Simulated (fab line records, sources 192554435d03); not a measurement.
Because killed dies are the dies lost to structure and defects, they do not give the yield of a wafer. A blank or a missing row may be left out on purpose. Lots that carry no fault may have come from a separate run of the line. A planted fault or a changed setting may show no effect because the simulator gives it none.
fab line records :: flow n5-finfet
record:
  lots: 7
  wafers: 39
route steps=1938 shown BEOL_M7@1308 BEOL_M11@1592
start-h: hours from the record's first day to the start of the lot's first wafer shown :: wait-h: how many hours have passed since the lot's step before this one :: " as in the row above :: L1.1+2: several wafers, shown together as one row :: - no value, or no start was given :: * or withheld: withheld :: < > ~ a bound
route shown NAME@n: a module of which the file shows steps, and the number in the route of the first :: usual: average and standard deviation across the fault-free wafers :: same: alike in all rows :: chamber/n: place in a boat :: sites: per-site readings :: _std_site: the standard deviation of these :: _edge_site: outer sites' mean less inner sites' :: radius-mm: for every site, how far away it sits from the centre of the wafer :: mask NAME#n: copy n :: behind: the last tool/chamber to shape the wafer :: hold: why the lot was held/for how many hours/how that ended :: device: transistor that didn't switch, given as n, p or np :: end of line: tests run on the same wafers once the route is complete :: a step without rows: its recipe alone :: killed: not the wafer's yield, but the dies lost to structure and defects at the first sort :: map: dies across one wafer; x = killed, . = not, _ = none there
set.NAME: the setting as run; set.NAME@STEP: as run at that earlier step :: model.NAME: the simulator's own value behind a step, which no gauge read
one table per step and one row per wafer, for lots whose settings were changed on purpose
== steps ==
step: N5_BEOL_M7_TRENCH_ETCH_37
recipe:
  chemistry: C4F6/O2
  target-depth-a: 934.78
  target: SiCOH_lowk
  time-s: 31.2
  ion-energy-ev: 250
  pressure-mtorr: 30
  source-w: 345
  bias-w: 185
  Ar_flow_sccm: 300
  C4F6_flow_sccm: 10
  O2_flow_sccm: 10
lot.wafer: L075.1
tool: rie-diel-06
chamber: 2
start-h: -
wait-h: -
set.time-s: 31.2
model.BEOL_M7.feature-depth-nm: 92.2
model.etch.depth-nm: 92.21
model.TiN_of_BEOL_M7_HM_DEP_02.thk-nm: 17.4

lot.wafer: L075.2
tool: rie-diel-06
chamber: 0
start-h: -
wait-h: -
set.time-s: 31.2
model.BEOL_M7.feature-depth-nm: 94.2
model.etch.depth-nm: 94.26
model.TiN_of_BEOL_M7_HM_DEP_02.thk-nm: 17.4

lot.wafer: L075.3
tool: rie-diel-06
chamber: 1
start-h: -
wait-h: -
set.time-s: 31.2
model.BEOL_M7.feature-depth-nm: 91.6
model.etch.depth-nm: 91.54
model.TiN_of_BEOL_M7_HM_DEP_02.thk-nm: 17.4

lot.wafer: L075.4
tool: rie-diel-06
chamber: 2
start-h: -
wait-h: -
set.time-s: 31.2
model.BEOL_M7.feature-depth-nm: 92.2
model.etch.depth-nm: 92.2
model.TiN_of_BEOL_M7_HM_DEP_02.thk-nm: 17.6

lot.wafer: L075.5
tool: rie-diel-06
chamber: 0
start-h: -
wait-h: -
set.time-s: 31.2
model.BEOL_M7.feature-depth-nm: 94.8
model.etch.depth-nm: 94.87
model.TiN_of_BEOL_M7_HM_DEP_02.thk-nm: 17.4

lot.wafer: L075.6
tool: rie-diel-06
chamber: 1
start-h: -
wait-h: -
set.time-s: 31.2
model.BEOL_M7.feature-depth-nm: 91.4
model.etch.depth-nm: 91.42
model.TiN_of_BEOL_M7_HM_DEP_02.thk-nm: 17.4

lot.wafer: L079.1
tool: rie-diel-05
chamber: 0
start-h: -
wait-h: -
set.time-s: 31.2
model.BEOL_M7.feature-depth-nm: 93.4
model.etch.depth-nm: 93.45
model.TiN_of_BEOL_M7_HM_DEP_02.thk-nm: 17.2

lot.wafer: L079.2
tool: rie-diel-05
chamber: 3
start-h: -
wait-h: -
set.time-s: 31.2
model.BEOL_M7.feature-depth-nm: 93.6
model.etch.depth-nm: 93.54
model.TiN_of_BEOL_M7_HM_DEP_02.thk-nm: 17.6

lot.wafer: L079.3
tool: rie-diel-05
chamber: 2
start-h: -
wait-h: -
set.time-s: 31.2
model.BEOL_M7.feature-depth-nm: 93
model.etch.depth-nm: 93.05
model.TiN_of_BEOL_M7_HM_DEP_02.thk-nm: 17.8

lot.wafer: L079.4
tool: rie-diel-05
chamber: 1
start-h: -
wait-h: -
set.time-s: 31.2
model.BEOL_M7.feature-depth-nm: 88.8
model.etch.depth-nm: 88.86
model.TiN_of_BEOL_M7_HM_DEP_02.thk-nm: 17.8

lot.wafer: L079.5
tool: rie-diel-05
chamber: 2
start-h: -
wait-h: -
set.time-s: 31.2
model.BEOL_M7.feature-depth-nm: 92.6
model.etch.depth-nm: 92.67
model.TiN_of_BEOL_M7_HM_DEP_02.thk-nm: 17.8

lot.wafer: L079.6
tool: rie-diel-05
chamber: 3
start-h: -
wait-h: -
set.time-s: 31.2
model.BEOL_M7.feature-depth-nm: 92.6
model.etch.depth-nm: 92.68
model.TiN_of_BEOL_M7_HM_DEP_02.thk-nm: 17.4

lot.wafer: L081.1
tool: rie-diel-02
chamber: 2
start-h: -
wait-h: -
set.time-s: 25.71
model.BEOL_M7.feature-depth-nm: 77
model.etch.depth-nm: 77.06
model.TiN_of_BEOL_M7_HM_DEP_02.thk-nm: 17.8

lot.wafer: L081.2
tool: rie-diel-02
chamber: 3
start-h: -
wait-h: -
set.time-s: 31.2
model.BEOL_M7.feature-depth-nm: 91.8
model.etch.depth-nm: 91.84
model.TiN_of_BEOL_M7_HM_DEP_02.thk-nm: 17.8

lot.wafer: L081.3
tool: rie-diel-02
chamber: 0
start-h: -
wait-h: -
set.time-s: 31.2
model.BEOL_M7.feature-depth-nm: 91.8
model.etch.depth-nm: 91.74
model.TiN_of_BEOL_M7_HM_DEP_02.thk-nm: 17.4

lot.wafer: L081.4
tool: rie-diel-02
chamber: 1
start-h: -
wait-h: -
set.time-s: 25.71
model.BEOL_M7.feature-depth-nm: 74
model.etch.depth-nm: 74
model.TiN_of_BEOL_M7_HM_DEP_02.thk-nm: 18

lot.wafer: L081.5
tool: rie-diel-02
chamber: 3
start-h: -
wait-h: -
set.time-s: 25.71
model.BEOL_M7.feature-depth-nm: 75.4
model.etch.depth-nm: 75.36
model.TiN_of_BEOL_M7_HM_DEP_02.thk-nm: 18.2

lot.wafer: L081.6
tool: rie-diel-02
chamber: 0
start-h: -
wait-h: -
set.time-s: 31.2
model.BEOL_M7.feature-depth-nm: 93.2
model.etch.depth-nm: 93.15
model.TiN_of_BEOL_M7_HM_DEP_02.thk-nm: 17.2

lot.wafer: L083.1
tool: rie-diel-05
chamber: 0
start-h: -
wait-h: -
set.time-s: 31.2
model.BEOL_M7.feature-depth-nm: 93.8
model.etch.depth-nm: 93.77
model.TiN_of_BEOL_M7_HM_DEP_02.thk-nm: 17.6

lot.wafer: L083.2
tool: rie-diel-05
chamber: 3
start-h: -
wait-h: -
set.time-s: 31.2
model.BEOL_M7.feature-depth-nm: 92
model.etch.depth-nm: 91.92
model.TiN_of_BEOL_M7_HM_DEP_02.thk-nm: 17.6

lot.wafer: L083.3
tool: rie-diel-05
chamber: 1
start-h: -
wait-h: -
set.time-s: 46.27
model.BEOL_M7.feature-depth-nm: 131.2
model.etch.depth-nm: 131.3
model.TiN_of_BEOL_M7_HM_DEP_02.thk-nm: 16.6

lot.wafer: L083.4
tool: rie-diel-05
chamber: 1
start-h: -
wait-h: -
set.time-s: 46.27
model.BEOL_M7.feature-depth-nm: 131.6
model.etch.depth-nm: 131.6
model.TiN_of_BEOL_M7_HM_DEP_02.thk-nm: 16.2

lot.wafer: L083.5
tool: rie-diel-05
chamber: 0
start-h: -
wait-h: -
set.time-s: 31.2
model.BEOL_M7.feature-depth-nm: 92.4
model.etch.depth-nm: 92.38
model.TiN_of_BEOL_M7_HM_DEP_02.thk-nm: 17.4

lot.wafer: L083.6
tool: rie-diel-05
chamber: 3
start-h: -
wait-h: -
set.time-s: 46.27
model.BEOL_M7.feature-depth-nm: 136
model.etch.depth-nm: 136
model.TiN_of_BEOL_M7_HM_DEP_02.thk-nm: 16.2

lot.wafer: L080.1
tool: rie-diel-02
chamber: 0
start-h: -
wait-h: -
set.time-s: 31.2
model.BEOL_M7.feature-depth-nm: 93.2
model.etch.depth-nm: 93.18
model.TiN_of_BEOL_M7_HM_DEP_02.thk-nm: 17.4

lot.wafer: L080.2
tool: rie-diel-02
chamber: 2
start-h: -
wait-h: -
set.time-s: 31.2
model.BEOL_M7.feature-depth-nm: 93.6
model.etch.depth-nm: 93.69
model.TiN_of_BEOL_M7_HM_DEP_02.thk-nm: 17.2

lot.wafer: L080.3
tool: rie-diel-02
chamber: 3
start-h: -
wait-h: -
set.time-s: 31.2
model.BEOL_M7.feature-depth-nm: 91.2
model.etch.depth-nm: 91.22
model.TiN_of_BEOL_M7_HM_DEP_02.thk-nm: 17.4

lot.wafer: L080.4
tool: rie-diel-02
chamber: 1
start-h: -
wait-h: -
set.time-s: 31.2
model.BEOL_M7.feature-depth-nm: 89.6
model.etch.depth-nm: 89.66
model.TiN_of_BEOL_M7_HM_DEP_02.thk-nm: 17.4

lot.wafer: L080.5
tool: rie-diel-02
chamber: 1
start-h: -
wait-h: -
set.time-s: 31.2
model.BEOL_M7.feature-depth-nm: 89.4
model.etch.depth-nm: 89.42
model.TiN_of_BEOL_M7_HM_DEP_02.thk-nm: 17.4

lot.wafer: L080.6
tool: rie-diel-02
chamber: 0
start-h: -
wait-h: -
set.time-s: 31.2
model.BEOL_M7.feature-depth-nm: 94.2
model.etch.depth-nm: 94.28
model.TiN_of_BEOL_M7_HM_DEP_02.thk-nm: 17.2

lot.wafer: L085.3
tool: rie-diel-06
chamber: 0
start-h: -
wait-h: -
set.time-s: 31.2
model.BEOL_M7.feature-depth-nm: 95.2
model.etch.depth-nm: 95.21
model.TiN_of_BEOL_M7_HM_DEP_02.thk-nm: 17.4

lot.wafer: L085.4
tool: rie-diel-06
chamber: 3
start-h: -
wait-h: -
set.time-s: 31.2
model.BEOL_M7.feature-depth-nm: 95
model.etch.depth-nm: 94.98
model.TiN_of_BEOL_M7_HM_DEP_02.thk-nm: 17.4

lot.wafer: L085.5
tool: rie-diel-06
chamber: 0
start-h: -
wait-h: -
set.time-s: 31.2
model.BEOL_M7.feature-depth-nm: 95.2
model.etch.depth-nm: 95.15
model.TiN_of_BEOL_M7_HM_DEP_02.thk-nm: 17.4

lot.wafer: L093.1
tool: rie-diel-02
chamber: 0
start-h: -
wait-h: -
set.time-s: 14.86
model.BEOL_M7.feature-depth-nm: 44.8
model.etch.depth-nm: 44.79
model.TiN_of_BEOL_M7_HM_DEP_02.thk-nm: 18.4

lot.wafer: L093.2
tool: rie-diel-02
chamber: 1
start-h: -
wait-h: -
set.time-s: 31.2
model.BEOL_M7.feature-depth-nm: 90
model.etch.depth-nm: 90.02
model.TiN_of_BEOL_M7_HM_DEP_02.thk-nm: 17.4

lot.wafer: L093.3
tool: rie-diel-02
chamber: 2
start-h: -
wait-h: -
set.time-s: 31.2
model.BEOL_M7.feature-depth-nm: 97.2
model.etch.depth-nm: 97.26
model.TiN_of_BEOL_M7_HM_DEP_02.thk-nm: 17

lot.wafer: L093.4
tool: rie-diel-02
chamber: 3
start-h: -
wait-h: -
set.time-s: 31.2
model.BEOL_M7.feature-depth-nm: 91.6
model.etch.depth-nm: 91.66
model.TiN_of_BEOL_M7_HM_DEP_02.thk-nm: 17.2

lot.wafer: L093.5
tool: rie-diel-02
chamber: 3
start-h: -
wait-h: -
set.time-s: 14.86
model.BEOL_M7.feature-depth-nm: 43.4
model.etch.depth-nm: 43.45
model.TiN_of_BEOL_M7_HM_DEP_02.thk-nm: 18.8

lot.wafer: L093.6
tool: rie-diel-02
chamber: 0
start-h: -
wait-h: -
set.time-s: 14.86
model.BEOL_M7.feature-depth-nm: 44.6
model.etch.depth-nm: 44.65
model.TiN_of_BEOL_M7_HM_DEP_02.thk-nm: 18.8
step: N5_BEOL_M7_ETCH_41
recipe:
  chemistry: CH3F/O2
  target: SiCN
  target-depth-a: 319
  taper-deg: 2
  time-s: 57.8
  ion-energy-ev: 120
  mask-material: TiN
  pressure-mtorr: 30
  source-w: 395
  bias-w: 75
  Ar_flow_sccm: 150
  CH3F_flow_sccm: 30
  O2_flow_sccm: 20
step: N5_BEOL_M7_STRIP_80
recipe:
  chemistry: N2/H2
  time-s: 10
  power-w: 450
  temp-c: 40
  pressure-mtorr: 20
  rf-frequency-hz: 6e+07
  bias-power-w: 7
  n2-flow-sccm: 200
  h2-flow-sccm: 200
step: N5_BEOL_M7_ECD_50
recipe:
  material: Cu
  target-thk-a: 3000
step: N5_BEOL_M7_ANNEAL_51
recipe:
  temp-c: 225
  time-s: 90
  ambient: N2
step: N5_BEOL_M7_CMP_52
recipe:
  stop-on: SiCOH_lowk
  t-overpolish-s: 6.9
  down-force-psi: 1
  platen-rpm: 50
  clearing-platen-down-force-psi: 1.5
  clearing-platen-rpm: 50
  post-cmp-clean: cu-alkaline
  target-thk-nm: 80
  clearing-platen-pad-velocity-m-s: 0.99484
  pad-velocity-m-s: 0.99484
lot.wafer: L075.2
tool: cmp-02
chamber: 2
start-h: 221.43
wait-h: 0.4
set.time-s@BEOL_M7_TRENCH_ETCH_37: 31.2
model.Cu_of_BEOL_M7_ECD_50.thk-nm: 80.4

lot.wafer: L075.4
tool: cmp-02
chamber: 3
start-h: 221.43
wait-h: 0.4
set.time-s@BEOL_M7_TRENCH_ETCH_37: 31.2
model.Cu_of_BEOL_M7_ECD_50.thk-nm: 79.6

lot.wafer: L075.3
tool: cmp-02
chamber: 0
start-h: 221.43
wait-h: 0.4
set.time-s@BEOL_M7_TRENCH_ETCH_37: 31.2
model.Cu_of_BEOL_M7_ECD_50.thk-nm: 78.8

lot.wafer: L075.1
tool: cmp-02
chamber: 1
start-h: 221.43
wait-h: 0.4
set.time-s@BEOL_M7_TRENCH_ETCH_37: 31.2
model.Cu_of_BEOL_M7_ECD_50.thk-nm: 78.6

lot.wafer: L075.6
tool: cmp-02
chamber: 2
start-h: 221.43
wait-h: 0.4
set.time-s@BEOL_M7_TRENCH_ETCH_37: 31.2
model.Cu_of_BEOL_M7_ECD_50.thk-nm: 78.4

lot.wafer: L075.5
tool: cmp-02
chamber: 3
start-h: 221.43
wait-h: 0.4
set.time-s@BEOL_M7_TRENCH_ETCH_37: 31.2
model.Cu_of_BEOL_M7_ECD_50.thk-nm: 81

lot.wafer: L079.4
tool: cmp-04
chamber: 0
start-h: 230.63
wait-h: 0.1
set.time-s@BEOL_M7_TRENCH_ETCH_37: 31.2
model.Cu_of_BEOL_M7_ECD_50.thk-nm: 76.8

lot.wafer: L079.1
tool: cmp-04
chamber: 1
start-h: 230.63
wait-h: 0.1
set.time-s@BEOL_M7_TRENCH_ETCH_37: 31.2
model.Cu_of_BEOL_M7_ECD_50.thk-nm: 80.4

lot.wafer: L079.3
tool: cmp-04
chamber: 2
start-h: 230.63
wait-h: 0.1
set.time-s@BEOL_M7_TRENCH_ETCH_37: 31.2
model.Cu_of_BEOL_M7_ECD_50.thk-nm: 80.8

lot.wafer: L079.2
tool: cmp-04
chamber: 3
start-h: 230.63
wait-h: 0.1
set.time-s@BEOL_M7_TRENCH_ETCH_37: 31.2
model.Cu_of_BEOL_M7_ECD_50.thk-nm: 81.4

lot.wafer: L079.6
tool: cmp-04
chamber: 0
start-h: 230.63
wait-h: 0.1
set.time-s@BEOL_M7_TRENCH_ETCH_37: 31.2
model.Cu_of_BEOL_M7_ECD_50.thk-nm: 80.2

lot.wafer: L079.5
tool: cmp-04
chamber: 1
start-h: 230.63
wait-h: 0.1
set.time-s@BEOL_M7_TRENCH_ETCH_37: 31.2
model.Cu_of_BEOL_M7_ECD_50.thk-nm: 79.4

lot.wafer: L081.1
tool: cmp-02
chamber: 2
start-h: 264.56
wait-h: 0.3
set.time-s@BEOL_M7_TRENCH_ETCH_37: 25.71
model.Cu_of_BEOL_M7_ECD_50.thk-nm: 65

lot.wafer: L081.3
tool: cmp-02
chamber: 3
start-h: 264.56
wait-h: 0.3
set.time-s@BEOL_M7_TRENCH_ETCH_37: 31.2
model.Cu_of_BEOL_M7_ECD_50.thk-nm: 79.2

lot.wafer: L081.2
tool: cmp-02
chamber: 0
start-h: 264.56
wait-h: 0.3
set.time-s@BEOL_M7_TRENCH_ETCH_37: 31.2
model.Cu_of_BEOL_M7_ECD_50.thk-nm: 78.2

lot.wafer: L081.4
tool: cmp-02
chamber: 1
start-h: 264.56
wait-h: 0.3
set.time-s@BEOL_M7_TRENCH_ETCH_37: 25.71
model.Cu_of_BEOL_M7_ECD_50.thk-nm: 59

lot.wafer: L081.6
tool: cmp-02
chamber: 2
start-h: 264.56
wait-h: 0.3
set.time-s@BEOL_M7_TRENCH_ETCH_37: 31.2
model.Cu_of_BEOL_M7_ECD_50.thk-nm: 80

lot.wafer: L081.5
tool: cmp-02
chamber: 3
start-h: 264.56
wait-h: 0.3
set.time-s@BEOL_M7_TRENCH_ETCH_37: 25.71
model.Cu_of_BEOL_M7_ECD_50.thk-nm: 62.2

lot.wafer: L083.2
tool: cmp-02
chamber: 3
start-h: 269.91
wait-h: 0.2
set.time-s@BEOL_M7_TRENCH_ETCH_37: 31.2
model.Cu_of_BEOL_M7_ECD_50.thk-nm: 79

lot.wafer: L083.1
tool: cmp-02
chamber: 0
start-h: 269.91
wait-h: 0.2
set.time-s@BEOL_M7_TRENCH_ETCH_37: 31.2
model.Cu_of_BEOL_M7_ECD_50.thk-nm: 80.8

lot.wafer: L083.3
tool: cmp-02
chamber: 1
start-h: 269.91
wait-h: 0.2
set.time-s@BEOL_M7_TRENCH_ETCH_37: 46.27
model.Cu_of_BEOL_M7_ECD_50.thk-nm: 117.8

lot.wafer: L083.4
tool: cmp-02
chamber: 2
start-h: 269.91
wait-h: 0.2
set.time-s@BEOL_M7_TRENCH_ETCH_37: 46.27
model.Cu_of_BEOL_M7_ECD_50.thk-nm: 119.6

lot.wafer: L083.6
tool: cmp-02
chamber: 3
start-h: 269.91
wait-h: 0.2
set.time-s@BEOL_M7_TRENCH_ETCH_37: 46.27
model.Cu_of_BEOL_M7_ECD_50.thk-nm: 124

lot.wafer: L083.5
tool: cmp-02
chamber: 0
start-h: 269.91
wait-h: 0.2
set.time-s@BEOL_M7_TRENCH_ETCH_37: 31.2
model.Cu_of_BEOL_M7_ECD_50.thk-nm: 80.6

lot.wafer: L080.4
tool: cmp-03
chamber: 0
start-h: 270.19
wait-h: 0.1
set.time-s@BEOL_M7_TRENCH_ETCH_37: 31.2
model.Cu_of_BEOL_M7_ECD_50.thk-nm: 78

lot.wafer: L080.3+2
tool: cmp-03
chamber: 1,2
start-h: 270.19
wait-h: 0.1
set.time-s@BEOL_M7_TRENCH_ETCH_37: 31.2
model.Cu_of_BEOL_M7_ECD_50.thk-nm: 78.2

lot.wafer: L080.1
tool: cmp-03
chamber: 3
start-h: 270.19
wait-h: 0.1
set.time-s@BEOL_M7_TRENCH_ETCH_37: 31.2
model.Cu_of_BEOL_M7_ECD_50.thk-nm: 80.8

lot.wafer: L080.6
tool: cmp-03
chamber: 0
start-h: 270.19
wait-h: 0.1
set.time-s@BEOL_M7_TRENCH_ETCH_37: 31.2
model.Cu_of_BEOL_M7_ECD_50.thk-nm: 82.2

lot.wafer: L080.5
tool: cmp-03
chamber: 1
start-h: 270.19
wait-h: 0.1
set.time-s@BEOL_M7_TRENCH_ETCH_37: 31.2
model.Cu_of_BEOL_M7_ECD_50.thk-nm: 76.4

lot.wafer: L085.3
tool: cmp-02
chamber: 1
start-h: 276.19
wait-h: 0.2
set.time-s@BEOL_M7_TRENCH_ETCH_37: 31.2
model.Cu_of_BEOL_M7_ECD_50.thk-nm: 81.2

lot.wafer: L085.4
tool: cmp-02
chamber: 2
start-h: 276.19
wait-h: 0.2
set.time-s@BEOL_M7_TRENCH_ETCH_37: 31.2
model.Cu_of_BEOL_M7_ECD_50.thk-nm: 82.4

lot.wafer: L085.5
tool: cmp-02
chamber: 3
start-h: 276.19
wait-h: 0.2
set.time-s@BEOL_M7_TRENCH_ETCH_37: 31.2
model.Cu_of_BEOL_M7_ECD_50.thk-nm: 82.6

lot.wafer: L093.2
tool: cmp-03
chamber: 2
start-h: 363.77
wait-h: 0.2
set.time-s@BEOL_M7_TRENCH_ETCH_37: 31.2
model.Cu_of_BEOL_M7_ECD_50.thk-nm: 76

lot.wafer: L093.1+6
tool: cmp-03
chamber: 3
start-h: 363.77
wait-h: 0.2
set.time-s@BEOL_M7_TRENCH_ETCH_37: 14.86
model.Cu_of_BEOL_M7_ECD_50.thk-nm: 31.4

lot.wafer: L093.4
tool: cmp-03
chamber: 0
start-h: 363.77
wait-h: 0.2
set.time-s@BEOL_M7_TRENCH_ETCH_37: 31.2
model.Cu_of_BEOL_M7_ECD_50.thk-nm: 80.2

lot.wafer: L093.3
tool: cmp-03
chamber: 1
start-h: 363.77
wait-h: 0.2
set.time-s@BEOL_M7_TRENCH_ETCH_37: 31.2
model.Cu_of_BEOL_M7_ECD_50.thk-nm: 83.6

lot.wafer: L093.5
tool: cmp-03
chamber: 2
start-h: 363.77
wait-h: 0.2
set.time-s@BEOL_M7_TRENCH_ETCH_37: 14.86
model.Cu_of_BEOL_M7_ECD_50.thk-nm: 28.4
step: N5_BEOL_M11_CVD_75
recipe:
  material: Co
  target-thk-a: 20
  temp-c: withheld
  precursor: CCTBA/H2
  pressure-torr: 30
  time-s: 138.9
lot.wafer: L075.1+3+6
tool: cvd-co-02
chamber: 2,0,2
start-h: 261.49
wait-h: 0.3
set.target-thk-a: 26.16
model.Co_of_BEOL_M11_CVD_75.thk-nm: 2.6

lot.wafer: L075.2+4
tool: cvd-co-02
chamber: 1,0
start-h: 261.49
wait-h: 0.3
set.target-thk-a: 20
model.Co_of_BEOL_M11_CVD_75.thk-nm: 2

lot.wafer: L075.5
tool: cvd-co-02
chamber: 1
start-h: 261.49
wait-h: 0.3
set.target-thk-a: 20
model.Co_of_BEOL_M11_CVD_75.thk-nm: 1.8

lot.wafer: L079.1
tool: cvd-co-02
chamber: 1
start-h: 268.51
wait-h: 0.0
set.target-thk-a: 20
model.Co_of_BEOL_M11_CVD_75.thk-nm: 2

lot.wafer: L079.2+4
tool: cvd-co-02
chamber: 2,0
start-h: 268.51
wait-h: 0.0
set.target-thk-a: 8.86
model.Co_of_BEOL_M11_CVD_75.thk-nm: 0.8

lot.wafer: L079.3+6
tool: cvd-co-02
chamber: 0,1
start-h: 268.51
wait-h: 0.0
set.target-thk-a: 20
model.Co_of_BEOL_M11_CVD_75.thk-nm: 1.8

lot.wafer: L079.5
tool: cvd-co-02
chamber: 2
start-h: 268.51
wait-h: 0.0
set.target-thk-a: 8.86
model.Co_of_BEOL_M11_CVD_75.thk-nm: 1

lot.wafer: L081.1
tool: cvd-co-02
chamber: 0
start-h: 294.59
wait-h: 0.0
set.target-thk-a: 20
model.Co_of_BEOL_M11_CVD_75.thk-nm: 2

lot.wafer: L081.2+5+6
tool: cvd-co-02
chamber: 1,1,0
start-h: 294.59
wait-h: 0.0
set.target-thk-a: 15.89
model.Co_of_BEOL_M11_CVD_75.thk-nm: 1.6

lot.wafer: L081.3+4
tool: cvd-co-02
chamber: 2
start-h: 294.59
wait-h: 0.0
set.target-thk-a: 20
model.Co_of_BEOL_M11_CVD_75.thk-nm: 2.2

lot.wafer: L083.1+3
tool: cvd-co-02
chamber: 2,0
start-h: 305.90
wait-h: 0.1
set.target-thk-a: 20
model.Co_of_BEOL_M11_CVD_75.thk-nm: 2.2

lot.wafer: L083.2
tool: cvd-co-02
chamber: 1
start-h: 305.90
wait-h: 0.1
set.target-thk-a: 20
model.Co_of_BEOL_M11_CVD_75.thk-nm: 2

lot.wafer: L083.4+5
tool: cvd-co-02
chamber: 2,0
start-h: 305.90
wait-h: 0.1
set.target-thk-a: 27.51
model.Co_of_BEOL_M11_CVD_75.thk-nm: 3

lot.wafer: L083.6
tool: cvd-co-02
chamber: 1
start-h: 305.90
wait-h: 0.1
set.target-thk-a: 27.51
model.Co_of_BEOL_M11_CVD_75.thk-nm: 2.8

lot.wafer: L080.1+2+3
tool: cvd-co-02
chamber: 0,2,1
start-h: 306.33
wait-h: 0.0
set.target-thk-a: 23.81
model.Co_of_BEOL_M11_CVD_75.thk-nm: 2.2

lot.wafer: L080.4+5+6
tool: cvd-co-02
chamber: 1,2,0
start-h: 306.33
wait-h: 0.0
set.target-thk-a: 20
model.Co_of_BEOL_M11_CVD_75.thk-nm: 2

lot.wafer: L085.3+4+5
tool: cvd-co-02
chamber: 0,0,1
start-h: 307.59
wait-h: 0.3
set.target-thk-a: 20
model.Co_of_BEOL_M11_CVD_75.thk-nm: 2

lot.wafer: L093.1+2+4
tool: cvd-co-01
chamber: 0,2,0
start-h: 397.74
wait-h: 0.1
set.target-thk-a: 20
model.Co_of_BEOL_M11_CVD_75.thk-nm: 1.8

lot.wafer: L093.3+5+6
tool: cvd-co-01
chamber: 1,2,1
start-h: 397.74
wait-h: 0.1
set.target-thk-a: 20
model.Co_of_BEOL_M11_CVD_75.thk-nm: 2
== key ==
split:
  step: N5_BEOL_M7_TRENCH_ETCH_37
  setting: time-s
  stated: 31.2
  by: wafer
response:
  step: N5_BEOL_M7_TRENCH_ETCH_37
  reading: model.BEOL_M7.feature-depth-nm
  change: +0.889
  per: 1%
  r: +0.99
response:
  step: N5_BEOL_M7_TRENCH_ETCH_37
  reading: model.etch.depth-nm
  change: +0.889
  per: 1%
  r: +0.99
response:
  step: N5_BEOL_M7_TRENCH_ETCH_37
  reading: model.TiN_of_BEOL_M7_HM_DEP_02.thk-nm
  change: -0.0268
  per: 1%
  r: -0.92
response:
  step: N5_BEOL_M7_CMP_52
  reading: model.Cu_of_BEOL_M7_ECD_50.thk-nm
  change: +0.899
  per: 1%
  r: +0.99
split:
  step: N5_BEOL_M11_CVD_75
  setting: target-thk-a
  stated: 20
  by: wafer
response:
  step: N5_BEOL_M11_CVD_75
  reading: model.Co_of_BEOL_M11_CVD_75.thk-nm
  change: +0.0194
  per: 1%
  r: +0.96
